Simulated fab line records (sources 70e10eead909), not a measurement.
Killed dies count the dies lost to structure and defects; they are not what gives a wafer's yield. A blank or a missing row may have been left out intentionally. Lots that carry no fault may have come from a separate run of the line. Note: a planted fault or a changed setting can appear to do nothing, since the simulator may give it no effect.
Which tool is to blame? / flow nand-harc / 13 lots, 38 wafers sampled, at 5 steps of a route of 1159

== WHAT EACH GAUGE READ, for each wafer ==
NHARC_END_SORT_01. Usual: killed-at-array 27, standard deviation 11; killed-at-other 0.6, standard deviation 0.89; killed-at-periphery 3.0, standard deviation 2.4; killed-dies 31, standard deviation 12; killed-open 3.2, standard deviation 1.6; killed-short 2.0, standard deviation 1.5.
lot=L217; measured=day 22 12:55; on=prober-02; killed-at-array=30 24; killed-at-other=0 1; killed-at-periphery=2 1; killed-dies=32 26; killed-open=3 3; killed-short=2 2; flag=
lot=L222; measured=day 25 00:32; on=prober-02; killed-at-array=46 51 39; killed-at-other=0 0 0; killed-at-periphery=5 2 2; killed-dies=51 53 41; killed-open=3 4 4; killed-short=2 4 2; flag=

== EACH LOT AND THE TOOL THAT RAN IT (in order: tool; ch and the chambers of the sampled wafers; start) ==
lot=L202; NHARC_A_WL_FILL_ALD_00=ald-hk-01 ch 0,1,3, day 14 13:26; NHARC_A_WL_FILL_ETCHBACK_17=rie-metal-03 ch 1, day 15 06:26; NHARC_A_WL_FILL_ALD_19=ald-metal-01 ch 0,2,3, day 15 11:57; NHARC_A_WL_FILL_CMP_12=cmp-01 ch 0,1,2, day 16 00:11
lot=L204; NHARC_A_WL_FILL_ALD_00=ald-hk-01 ch 0,1,3, day 14 17:16; NHARC_A_WL_FILL_ETCHBACK_17=rie-metal-02 ch 0,1, day 15 06:24; NHARC_A_WL_FILL_ALD_19=ald-metal-03 ch 0,1,2, day 15 11:57; NHARC_A_WL_FILL_CMP_12=cmp-03 ch 1,2,3, day 15 20:09
lot=L203; NHARC_A_WL_FILL_ALD_00=ald-hk-01 ch 1,3, day 14 17:23; NHARC_A_WL_FILL_ETCHBACK_17=rie-metal-01 ch 0,1, day 15 09:38; NHARC_A_WL_FILL_ALD_19=ald-metal-02 ch 0,2, day 15 14:55; NHARC_A_WL_FILL_CMP_12=cmp-03 ch 0,1,2, day 16 00:55
lot=L206; NHARC_A_WL_FILL_ALD_00=ald-hk-04 ch 1,2, day 15 06:21; NHARC_A_WL_FILL_ETCHBACK_17=rie-metal-03 ch 0,1, day 15 21:29; NHARC_A_WL_FILL_ALD_19=ald-metal-03 ch 0,3, day 16 02:49; NHARC_A_WL_FILL_CMP_12=cmp-01 ch 1,2,3, day 16 12:44
lot=L209; NHARC_A_WL_FILL_ALD_00=ald-hk-04 ch 0,1,3, day 16 00:53; NHARC_A_WL_FILL_ETCHBACK_17=rie-metal-02 ch 0,1, day 16 22:22; NHARC_A_WL_FILL_ALD_19=ald-metal-03 ch 0,2,3, day 17 03:43; NHARC_A_WL_FILL_CMP_12=cmp-01 ch 0,1,2, day 17 17:40
lot=L208; NHARC_A_WL_FILL_ALD_00=ald-hk-01 ch 1,3, day 16 00:56; NHARC_A_WL_FILL_ETCHBACK_17=rie-metal-03 ch 0,1, day 16 18:51; NHARC_A_WL_FILL_ALD_19=ald-metal-03 ch 1,2,3, day 17 00:19; NHARC_A_WL_FILL_CMP_12=cmp-01 ch 0,2, day 17 11:10
lot=L211; NHARC_A_WL_FILL_ALD_00=ald-hk-01 ch 0,1, day 16 23:01; NHARC_A_WL_FILL_ETCHBACK_17=rie-metal-01 ch 0,1, day 17 14:47; NHARC_A_WL_FILL_ALD_19=ald-metal-01 ch 1,2, day 17 20:04; NHARC_A_WL_FILL_CMP_12=cmp-01 ch 0,1, day 18 03:52
lot=L210; NHARC_A_WL_FILL_ALD_00=ald-hk-04 ch 0,2,3, day 16 23:05; NHARC_A_WL_FILL_ETCHBACK_17=rie-metal-02 ch 0,1, day 17 14:46; NHARC_A_WL_FILL_ALD_19=ald-metal-02 ch 0,1,3, day 17 20:04; NHARC_A_WL_FILL_CMP_12=cmp-03 ch 1,2,3, day 18 03:37
lot=L212; NHARC_A_WL_FILL_ALD_00=ald-hk-03 ch 0,2, day 17 08:21; NHARC_A_WL_FILL_ETCHBACK_17=rie-metal-03 ch 0,1, day 18 05:10; NHARC_A_WL_FILL_ALD_19=ald-metal-02 ch 1,2,3, day 18 10:33; NHARC_A_WL_FILL_CMP_12=cmp-03 ch 0,1,2, day 18 15:52
lot=L215; NHARC_A_WL_FILL_ALD_00=ald-hk-04 ch 0,2,3, day 17 15:38; NHARC_A_WL_FILL_ETCHBACK_17=rie-metal-02 ch 0,1, day 18 09:48; NHARC_A_WL_FILL_ALD_19=ald-metal-03 ch 0,2, day 18 15:29; NHARC_A_WL_FILL_CMP_12=cmp-04 ch 1,3, day 18 20:46
lot=L217; NHARC_A_WL_FILL_ALD_00=ald-hk-03 ch 3, day 18 02:50; NHARC_A_WL_FILL_ETCHBACK_17=rie-metal-03 ch 1, day 18 21:50; NHARC_A_WL_FILL_ALD_19=ald-metal-02 ch 0,1, day 19 03:14; NHARC_A_WL_FILL_CMP_12=cmp-03 ch 1, day 19 12:52
lot=L225; NHARC_A_WL_FILL_ALD_00=ald-hk-04 ch 2,3, day 20 07:46; NHARC_A_WL_FILL_ETCHBACK_17=rie-metal-01 ch 0,1, day 20 22:28; NHARC_A_WL_FILL_ALD_19=ald-metal-03 ch 0,2, day 21 03:44; NHARC_A_WL_FILL_CMP_12=cmp-03 ch 0,1, day 21 16:50
lot=L222; NHARC_A_WL_FILL_ALD_00=ald-hk-04 ch 1,2,3, day 20 08:19; NHARC_A_WL_FILL_ETCHBACK_17=rie-metal-01 ch 0,1, day 21 01:45; NHARC_A_WL_FILL_ALD_19=ald-metal-03 ch 1,2, day 21 07:08; NHARC_A_WL_FILL_CMP_12=cmp-01 ch 0,1,3, day 21 21:13
- NHARC_A_WL_FILL_ALD_00: deposits Al2O3, target thk 3 nm, pulse time 3 s, ald cycles 30.
- NHARC_A_WL_FILL_ETCHBACK_17: etches the open film in Cl2/BCl3, target depth 4 nm, time 26.7 s.
- NHARC_A_WL_FILL_ALD_19: deposits TiN, target thk 2 nm, pulse time 3 s, ald cycles 100.
- NHARC_A_WL_FILL_CMP_12: polishes, t overpolish 30 s, target thk 75 nm.

== WHAT THE TOOLS THEMSELVES READ (means of the sampled wafers that have a number; where no wafer has one, the mark that the record gives instead) ==
NHARC_A_WL_FILL_ALD_00. Usual: heater-power-w 446 W, standard deviation 48; precursor-pulse-height-rel 0.999, standard deviation 0.02.
lot=L202; tool=ald-hk-01; heater-power-w (W)=468; precursor-pulse-height-rel=0.979; flag=
lot=L204; tool=ald-hk-01; heater-power-w (W)=470; precursor-pulse-height-rel=1.015; flag=
lot=L203; tool=ald-hk-01; heater-power-w (W)=428; precursor-pulse-height-rel=0.998; flag=
lot=L206; tool=ald-hk-04; heater-power-w (W)=403; precursor-pulse-height-rel=0.993; flag=
lot=L209; tool=ald-hk-04; heater-power-w (W)=441; precursor-pulse-height-rel=1.002; flag=
lot=L208; tool=ald-hk-01; heater-power-w (W)=437; precursor-pulse-height-rel=1.006; flag=
lot=L211; tool=ald-hk-01; heater-power-w (W)=510; precursor-pulse-height-rel=1.017; flag=
lot=L210; tool=ald-hk-04; heater-power-w (W)=440; precursor-pulse-height-rel=0.992; flag=
lot=L212; tool=ald-hk-03; heater-power-w (W)=486; precursor-pulse-height-rel=1.003; flag=
lot=L215; tool=ald-hk-04; heater-power-w (W)=443; precursor-pulse-height-rel=1.010; flag=
lot=L217; tool=ald-hk-03; heater-power-w (W)=365; precursor-pulse-height-rel=1.002; flag=
lot=L225; tool=ald-hk-04; heater-power-w (W)=451; precursor-pulse-height-rel=0.992; flag=
lot=L222; tool=ald-hk-04; heater-power-w (W)=427; precursor-pulse-height-rel=0.990; flag=

NHARC_A_WL_FILL_ETCHBACK_17. Usual: drypump-motor-current-A 5.8 A, standard deviation 0.31; he-backside-leak-sccm 3.3 sccm, standard deviation 0.33; oes-product-au 1.001 a.u., standard deviation 0.011; run-length-s 47.8 s, standard deviation 0.45.
lot=L202; tool=rie-metal-03; drypump-motor-current-A (A)=5.8; he-backside-leak-sccm (sccm)=3.3; oes-product-au (a.u.)=1.015; run-length-s (s)=48.0; flag=
lot=L204; tool=rie-metal-02; drypump-motor-current-A (A)=5.7; he-backside-leak-sccm (sccm)=3.5; oes-product-au (a.u.)=0.991; run-length-s (s)=48.4; flag=
lot=L203; tool=rie-metal-01; drypump-motor-current-A (A)=5.5; he-backside-leak-sccm (sccm)=3.3; oes-product-au (a.u.)=1.005; run-length-s (s)=47.7; flag=
lot=L206; tool=rie-metal-03; drypump-motor-current-A (A)=5.9; he-backside-leak-sccm (sccm)=3.3; oes-product-au (a.u.)=1.008; run-length-s (s)=47.6; flag=
lot=L209; tool=rie-metal-02; drypump-motor-current-A (A)=5.7; he-backside-leak-sccm (sccm)=3.5; oes-product-au (a.u.)=0.988; run-length-s (s)=48.5; flag=
lot=L208; tool=rie-metal-03; drypump-motor-current-A (A)=6.0; he-backside-leak-sccm (sccm)=3.2; oes-product-au (a.u.)=0.991; run-length-s (s)=47.5; flag=
lot=L211; tool=rie-metal-01; drypump-motor-current-A (A)=5.5; he-backside-leak-sccm (sccm)=3.2; oes-product-au (a.u.)=1.001; run-length-s (s)=47.7; flag=
lot=L210; tool=rie-metal-02; drypump-motor-current-A (A)=5.7; he-backside-leak-sccm (sccm)=3.5; oes-product-au (a.u.)=0.986; run-length-s (s)=48.3; flag=
lot=L212; tool=rie-metal-03; drypump-motor-current-A (A)=5.9; he-backside-leak-sccm (sccm)=3.3; oes-product-au (a.u.)=1.002; run-length-s (s)=47.8; flag=
lot=L215; tool=rie-metal-02; drypump-motor-current-A (A)=5.7; he-backside-leak-sccm (sccm)=3.1; oes-product-au (a.u.)=0.987; run-length-s (s)=48.3; flag=
lot=L217; tool=rie-metal-03; drypump-motor-current-A (A)=5.8; he-backside-leak-sccm (sccm)=3.3; oes-product-au (a.u.)=1.018; run-length-s (s)=33.3; flag=OFF
lot=L225; tool=rie-metal-01; drypump-motor-current-A (A)=5.8; he-backside-leak-sccm (sccm)=3.3; oes-product-au (a.u.)=1.004; run-length-s (s)=47.5; flag=
lot=L222; tool=rie-metal-01; drypump-motor-current-A (A)=5.8; he-backside-leak-sccm (sccm)=3.3; oes-product-au (a.u.)=1.007; run-length-s (s)=47.6; flag=

NHARC_A_WL_FILL_ALD_19. Usual: heater-power-w 1084 W, standard deviation 150; precursor-pulse-height-rel 1.000, standard deviation 0.021.
lot=L202; tool=ald-metal-01; heater-power-w (W)=1062; precursor-pulse-height-rel=0.989; flag=
lot=L204; tool=ald-metal-03; heater-power-w (W)=1118; precursor-pulse-height-rel=1.011; flag=
lot=L203; tool=ald-metal-02; heater-power-w (W)=1221; precursor-pulse-height-rel=1.002; flag=
lot=L206; tool=ald-metal-03; heater-power-w (W)=935; precursor-pulse-height-rel=0.998; flag=
lot=L209; tool=ald-metal-03; heater-power-w (W)=991; precursor-pulse-height-rel=0.984; flag=
lot=L208; tool=ald-metal-03; heater-power-w (W)=977; precursor-pulse-height-rel=1.003; flag=
lot=L211; tool=ald-metal-01; heater-power-w (W)=1024; precursor-pulse-height-rel=1.002; flag=
lot=L210; tool=ald-metal-02; heater-power-w (W)=1122; precursor-pulse-height-rel=0.973; flag=
lot=L212; tool=ald-metal-02; heater-power-w (W)=1171; precursor-pulse-height-rel=1.002; flag=
lot=L215; tool=ald-metal-03; heater-power-w (W)=1138; precursor-pulse-height-rel=1.001; flag=
lot=L217; tool=ald-metal-02; heater-power-w (W)=1206; precursor-pulse-height-rel=1.022; flag=
lot=L225; tool=ald-metal-03; heater-power-w (W)=1156; precursor-pulse-height-rel=0.963; flag=
lot=L222; tool=ald-metal-03; heater-power-w (W)=1034; precursor-pulse-height-rel=0.983; flag=

NHARC_A_WL_FILL_CMP_12. Usual: edge-zone-pressure-frac 1.000, standard deviation 0.0049; motor-current-A 11.9 A, standard deviation 1.1; overpolish-run-s 30.001 s, standard deviation 0.011; time-to-endpoint-s 14.7 s, standard deviation 2.
lot=L202; tool=cmp-01; edge-zone-pressure-frac=0.995; motor-current-A (A)=12.3; overpolish-run-s (s)=30.000; time-to-endpoint-s (s)=16.3; flag=
lot=L204; tool=cmp-03; edge-zone-pressure-frac=1.001; motor-current-A (A)=12.2; overpolish-run-s (s)=29.999; time-to-endpoint-s (s)=15.3; flag=
lot=L203; tool=cmp-03; edge-zone-pressure-frac=0.997; motor-current-A (A)=11.6; overpolish-run-s (s)=29.997; time-to-endpoint-s (s)=14.0; flag=
lot=L206; tool=cmp-01; edge-zone-pressure-frac=0.995; motor-current-A (A)=12.0; overpolish-run-s (s)=30.005; time-to-endpoint-s (s)=14.0; flag=
lot=L209; tool=cmp-01; edge-zone-pressure-frac=0.998; motor-current-A (A)=11.9; overpolish-run-s (s)=30.000; time-to-endpoint-s (s)=16.2; flag=
lot=L208; tool=cmp-01; edge-zone-pressure-frac=1.003; motor-current-A (A)=11.8; overpolish-run-s (s)=29.996; time-to-endpoint-s (s)=13.4; flag=
lot=L211; tool=cmp-01; edge-zone-pressure-frac=1.002; motor-current-A (A)=12.5; overpolish-run-s (s)=30.000; time-to-endpoint-s (s)=14.8; flag=
lot=L210; tool=cmp-03; edge-zone-pressure-frac=0.998; motor-current-A (A)=12.2; overpolish-run-s (s)=29.995; time-to-endpoint-s (s)=14.6; flag=
lot=L212; tool=cmp-03; edge-zone-pressure-frac=0.996; motor-current-A (A)=11.6; overpolish-run-s (s)=29.996; time-to-endpoint-s (s)=14.3; flag=
lot=L215; tool=cmp-04; edge-zone-pressure-frac=0.999; motor-current-A (A)=10.7; overpolish-run-s (s)=30.013; time-to-endpoint-s (s)=16.0; flag=
lot=L217; tool=cmp-03; edge-zone-pressure-frac=1.003; motor-current-A (A)=10.3; overpolish-run-s (s)=30.007; time-to-endpoint-s (s)=18.4; flag=
lot=L225; tool=cmp-03; edge-zone-pressure-frac=0.998; motor-current-A (A)=10.8; overpolish-run-s (s)=30.003; time-to-endpoint-s (s)=16.9; flag=
lot=L222; tool=cmp-01; edge-zone-pressure-frac=1.001; motor-current-A (A)=11.8; overpolish-run-s (s)=30.004; time-to-endpoint-s (s)=15.1; flag=

== THE ANSWER, worked out from the rows above alone ==
Rule: a lot is off if the mean of its wafers that have a number lies more than 3 standard deviations from the usual mean. A lot without any number at a reading at which 4 lots or more have one is off too. All remaining lots with rows at the step are treated as sound. After the gauges, taken in route order, come the tools' own readings; for these a lot's mean is taken, as printed above. The first step at which some lot is off is used, and at that step the reading that is off furthest; a lot without a number counts as furthest.
Off: L217 (NHARC_A_WL_FILL_ETCHBACK_17, run-length-s).
If a tool, at that step or one of the process steps before it, ran each lot that is off and ran no sound lot following the first of them, it fits. 2 tools fit, ald-hk-03 at NHARC_A_WL_FILL_ALD_00 and rie-metal-03 at NHARC_A_WL_FILL_ETCHBACK_17, so this cannot tell which one it is.

== WHAT WAS PUT IN BY THE SIMULATOR ==
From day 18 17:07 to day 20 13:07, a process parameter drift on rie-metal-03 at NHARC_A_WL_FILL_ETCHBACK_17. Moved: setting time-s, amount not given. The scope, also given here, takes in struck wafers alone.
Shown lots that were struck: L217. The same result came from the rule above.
